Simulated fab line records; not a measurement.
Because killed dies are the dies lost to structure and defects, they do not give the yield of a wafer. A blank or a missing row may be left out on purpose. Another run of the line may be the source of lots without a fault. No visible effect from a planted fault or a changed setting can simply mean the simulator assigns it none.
The tool behind it: which one? / flow nand_harc / Sampling: 12 lots, 35 wafers, 5 of 1159 route steps

WHAT THE GAUGES SHOWED, per wafer
NHARC_P_M1_THK_MEAS_24: measures by xrf.
lot=L144; measured=day 6 12:32; on=film_metro-01; thk_nm (nm)=158.0 160.1 158.8
lot=L145; measured=day 6 16:03; on=film_metro-01; thk_nm (nm)=157.9 154.9 154.7
lot=L147; measured=day 6 19:29; on=film_metro-01; thk_nm (nm)=157.7 157.9 159.0
lot=L149; measured=day 7 09:02; on=film_metro-02; thk_nm (nm)=156.6 157.8 158.3
lot=L150; measured=day 7 14:49; on=film_metro-02; thk_nm (nm)=156.8 160.2 159.4
lot=L151; measured=day 7 20:16; on=film_metro-01; thk_nm (nm)=157.8 155.3 157.4
lot=L152; measured=day 8 07:02; on=film_metro-02; thk_nm (nm)=156.7 155.0 155.5
lot=L155; measured=day 9 00:30; on=film_metro-02; thk_nm (nm)=156.8 157.5 159.9
lot=L156; measured=day 9 11:37; on=film_metro-02; thk_nm (nm)=157.4 157.3 158.8
lot=L160; measured=day 10 06:07; on=film_metro-02; thk_nm (nm)=155.7 157.0
lot=L164; measured=day 10 23:53; on=film_metro-01; thk_nm (nm)=155.9 159.2 154.0
lot=L166; measured=day 11 08:04; on=film_metro-02; thk_nm (nm)=156.9 157.4 155.9

NHARC_END_SORT_01.
lot=L151; measured=day 20 18:38; on=prober-01; defect_limited_yield (%)=96.6 94.7 94.4; killed_at_array=19 34 32; killed_at_other=0 0 0; killed_at_periphery=4 2 6; killed_dies=23 36 38; killed_open=6 4 3; killed_short=1 1 2; sort_bin_2_pct (%)=1.6 0.9 1.3; sort_bin_3_pct (%)=0 0.44 0.59; sort_bin_4_pct (%)=1.8 4.0 3.7; sort_n_pass=654 641 639; sort_rim_yield_pct (%)=95.3 95.3 94.3; sort_yield_pct (%)=96.6 94.7 94.4

EACH LOT AND THE TOOL THAT RAN IT (in order: tool; ch and the chambers of the sampled wafers; start)
lot=L144; NHARC_P_M1_PRE_CLEAN_30=pvd_sputter-02, day 6 12:32 or earlier; NHARC_P_M2_EXPOSE_06=arfi_scanner-02 ch 0, day 6 14:19; NHARC_P_M2_DESCUM_14=rie_diel-06 ch 0,1,3, day 6 14:40
lot=L145; NHARC_P_M1_PRE_CLEAN_30=pvd_sputter-01, day 6 16:03 or earlier; NHARC_P_M2_EXPOSE_06=arfi_scanner-03 ch 0, day 6 17:28; NHARC_P_M2_DESCUM_14=rie_diel-06 ch 1,3, day 6 17:48
lot=L147; NHARC_P_M1_PRE_CLEAN_30=pvd_sputter-02, day 6 19:29 or earlier; NHARC_P_M2_EXPOSE_06=arfi_scanner-02 ch 0, day 6 20:58; NHARC_P_M2_DESCUM_14=rie_diel-06 ch 1,2, day 6 21:17
lot=L149; NHARC_P_M1_PRE_CLEAN_30=pvd_sputter-03, day 7 09:02 or earlier; NHARC_P_M2_EXPOSE_06=arfi_scanner-02 ch 0, day 7 10:27; NHARC_P_M2_DESCUM_14=rie_diel-06 ch 0,3, day 7 10:46
lot=L150; NHARC_P_M1_PRE_CLEAN_30=pvd_sputter-02, day 7 14:49 or earlier; NHARC_P_M2_EXPOSE_06=arfi_scanner-03 ch 0, day 7 16:34; NHARC_P_M2_DESCUM_14=rie_diel-06 ch 0,3, day 7 16:54
lot=L151; NHARC_P_M1_PRE_CLEAN_30=pvd_sputter-02, day 7 20:16 or earlier; NHARC_P_M2_EXPOSE_06=arfi_scanner-01 ch 0, day 7 21:51; NHARC_P_M2_DESCUM_14=rie_diel-08 ch 0,3, day 7 22:10
lot=L152; NHARC_P_M1_PRE_CLEAN_30=pvd_sputter-03, day 8 07:02 or earlier; NHARC_P_M2_EXPOSE_06=arfi_scanner-01 ch 0, day 8 08:17; NHARC_P_M2_DESCUM_14=rie_diel-06 ch 0,3, day 8 08:38
lot=L155; NHARC_P_M1_PRE_CLEAN_30=pvd_sputter-03, day 9 00:30 or earlier; NHARC_P_M2_EXPOSE_06=arfi_scanner-02 ch 0, day 9 01:53; NHARC_P_M2_DESCUM_14=rie_diel-10 ch 1,2,3, day 9 02:13
lot=L156; NHARC_P_M1_PRE_CLEAN_30=pvd_sputter-01, day 9 11:37 or earlier; NHARC_P_M2_EXPOSE_06=arfi_scanner-03 ch 0, day 9 13:02; NHARC_P_M2_DESCUM_14=rie_diel-06 ch 0,2, day 9 13:21
lot=L160; NHARC_P_M1_PRE_CLEAN_30=pvd_sputter-03, day 10 06:07 or earlier; NHARC_P_M2_EXPOSE_06=arfi_scanner-02 ch 0, day 10 07:32; NHARC_P_M2_DESCUM_14=rie_diel-08 ch 2,3, day 10 07:53
lot=L164; NHARC_P_M1_PRE_CLEAN_30=pvd_sputter-01, day 10 23:53 or earlier; NHARC_P_M2_EXPOSE_06=arfi_scanner-01 ch 0, day 11 01:12; NHARC_P_M2_DESCUM_14=rie_diel-08 ch 0,1,3, day 11 01:32
lot=L166; NHARC_P_M1_PRE_CLEAN_30=pvd_sputter-03, day 11 08:04 or earlier; NHARC_P_M2_EXPOSE_06=arfi_scanner-03 ch 0, day 11 09:28; NHARC_P_M2_DESCUM_14=rie_diel-08 ch 2,3, day 11 09:47
- NHARC_P_M1_PRE_CLEAN_30: time 30 s.
- NHARC_P_M2_EXPOSE_06: exposes mask P M2, target cd 170 nm.
- NHARC_P_M2_DESCUM_14: chemistry O2, time 3 s.

AS READ BY THE TOOLS THEMSELVES (means over the sampled wafers that have a number; for cases with no such wafer, the mark the record gives instead)
NHARC_P_M1_PRE_CLEAN_30.
lot=L144; tool=pvd_sputter-02; heater_power_w (W)=392
lot=L145; tool=pvd_sputter-01; heater_power_w (W)=439
lot=L147; tool=pvd_sputter-02; heater_power_w (W)=406
lot=L149; tool=pvd_sputter-03; heater_power_w (W)=385
lot=L150; tool=pvd_sputter-02; heater_power_w (W)=388
lot=L151; tool=pvd_sputter-02; heater_power_w (W)=385
lot=L152; tool=pvd_sputter-03; heater_power_w (W)=374
lot=L155; tool=pvd_sputter-03; heater_power_w (W)=372
lot=L156; tool=pvd_sputter-01; heater_power_w (W)=443
lot=L160; tool=pvd_sputter-03; heater_power_w (W)=368
lot=L164; tool=pvd_sputter-01; heater_power_w (W)=427
lot=L166; tool=pvd_sputter-03; heater_power_w (W)=372

NHARC_P_M2_EXPOSE_06.
lot=L144 tool=arfi_scanner-02 exposure_dose_mJ_cm2=80.85
lot=L145 tool=arfi_scanner-03 exposure_dose_mJ_cm2=80.73
lot=L147 tool=arfi_scanner-02 exposure_dose_mJ_cm2=80.74
lot=L149 tool=arfi_scanner-02 exposure_dose_mJ_cm2=80.80
lot=L150 tool=arfi_scanner-03 exposure_dose_mJ_cm2=80.71
lot=L151 tool=arfi_scanner-01 exposure_dose_mJ_cm2=80.62
lot=L152 tool=arfi_scanner-01 exposure_dose_mJ_cm2=80.71
lot=L155 tool=arfi_scanner-02 exposure_dose_mJ_cm2=80.80
lot=L156 tool=arfi_scanner-03 exposure_dose_mJ_cm2=80.89
lot=L160 tool=arfi_scanner-02 exposure_dose_mJ_cm2=80.28
lot=L164 tool=arfi_scanner-01 exposure_dose_mJ_cm2=80.71
lot=L166 tool=arfi_scanner-03 exposure_dose_mJ_cm2=80.73

NHARC_P_M2_DESCUM_14.
lot=L144; tool=rie_diel-06; drypump_motor_current_A (A)=5.8; oes_product_au (a.u.)=1.010; rf_vpp_V (V)=58.0; showerhead_plenum_p_Torr (Torr)=1.88; throttle_valve_pct (%)=11.320
lot=L145; tool=rie_diel-06; drypump_motor_current_A (A)=5.7; oes_product_au (a.u.)=1.003; rf_vpp_V (V)=57.4; showerhead_plenum_p_Torr (Torr)=1.86; throttle_valve_pct (%)=11.307
lot=L147; tool=rie_diel-06; drypump_motor_current_A (A)=6.0; oes_product_au (a.u.)=1.013; rf_vpp_V (V)=57.8; showerhead_plenum_p_Torr (Torr)=1.93; throttle_valve_pct (%)=11.317
lot=L149; tool=rie_diel-06; drypump_motor_current_A (A)=5.7; oes_product_au (a.u.)=1.002; rf_vpp_V (V)=57.5; showerhead_plenum_p_Torr (Torr)=1.87; throttle_valve_pct (%)=11.318
lot=L150; tool=rie_diel-06; drypump_motor_current_A (A)=5.5; oes_product_au (a.u.)=1.007; rf_vpp_V (V)=58.2; showerhead_plenum_p_Torr (Torr)=1.85; throttle_valve_pct (%)=11.316
lot=L151; tool=rie_diel-08; drypump_motor_current_A (A)=5.6; oes_product_au (a.u.)=1.005; rf_vpp_V (V)=58.1; showerhead_plenum_p_Torr (Torr)=1.91; throttle_valve_pct (%)=11.303
lot=L152; tool=rie_diel-06; drypump_motor_current_A (A)=5.7; oes_product_au (a.u.)=1.014; rf_vpp_V (V)=57.6; showerhead_plenum_p_Torr (Torr)=1.87; throttle_valve_pct (%)=11.318
lot=L155; tool=rie_diel-10; drypump_motor_current_A (A)=5.4; oes_product_au (a.u.)=1.003; rf_vpp_V (V)=57.9; showerhead_plenum_p_Torr (Torr)=1.92; throttle_valve_pct (%)=11.315
lot=L156; tool=rie_diel-06; drypump_motor_current_A (A)=5.7; oes_product_au (a.u.)=1.000; rf_vpp_V (V)=58.1; showerhead_plenum_p_Torr (Torr)=1.94; throttle_valve_pct (%)=11.316
lot=L160; tool=rie_diel-08; drypump_motor_current_A (A)=5.7; oes_product_au (a.u.)=1.006; rf_vpp_V (V)=57.8; showerhead_plenum_p_Torr (Torr)=1.85; throttle_valve_pct (%)=11.308
lot=L164; tool=rie_diel-08; drypump_motor_current_A (A)=6.0; oes_product_au (a.u.)=1.009; rf_vpp_V (V)=59.2; showerhead_plenum_p_Torr (Torr)=1.94; throttle_valve_pct (%)=11.305
lot=L166; tool=rie_diel-08; drypump_motor_current_A (A)=5.7; oes_product_au (a.u.)=1.005; rf_vpp_V (V)=57.6; showerhead_plenum_p_Torr (Torr)=1.82; throttle_valve_pct (%)=11.312

THE ANSWER, worked out from the rows above alone
Rule: usual is defined by the lots themselves. Put in order of their means at a reading, lots are off if they are a third of the lots or fewer, leave a main group of 4 or more, and stand apart from it by a gap of 3 or more times the standard deviation of the main group's means; of several such gaps the widest counts. A main group is skipped when, at the precision printed for the reading in the tables above, its means are all equal. Also off: a lot with no number at a reading for which 4 or more lots have one. Where the step has rows for the other lots, those lots are counted as sound. The gauges are gone through in route order, then the tools' own readings, and for those a lot's mean is taken as printed above. At the first step where some lot is off, the reading lying furthest off is the one used; lots without a number count as furthest.
Off: L160, at NHARC_P_M2_EXPOSE_06 (exposure_dose_mJ_cm2). Mean 80.75 and standard deviation 0.072 in the main group.
If a tool, at that step or one of the process steps before it, ran each lot that is off and ran no sound lot following the first of them, it fits. Because NHARC_P_M1_PRE_CLEAN_30 lacks a start for some lots, the hours and order of its lots are taken from NHARC_P_M1_THK_MEAS_24. One fits: arfi_scanner-02 at NHARC_P_M2_EXPOSE_06. Its last sound lot is L155 (day 9 01:53), its first lot that is off L160 (day 10 07:32): a fault that began between those two fits.
The tool's own readings at NHARC_P_M2_EXPOSE_06 bear it out: on the lots that are off they differ by more than 5 times the standard deviation of the sound lots' means. exposure_dose_mJ_cm2 reads 80.28 there against 80.75 on the sound lots.

WHAT THE SIMULATOR HAD PUT IN
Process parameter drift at NHARC_P_M2_EXPOSE_06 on arfi_scanner-02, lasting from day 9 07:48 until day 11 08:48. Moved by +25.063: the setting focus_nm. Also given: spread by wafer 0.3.
Lots struck among those shown: L160. The rule given above showed the same thing.
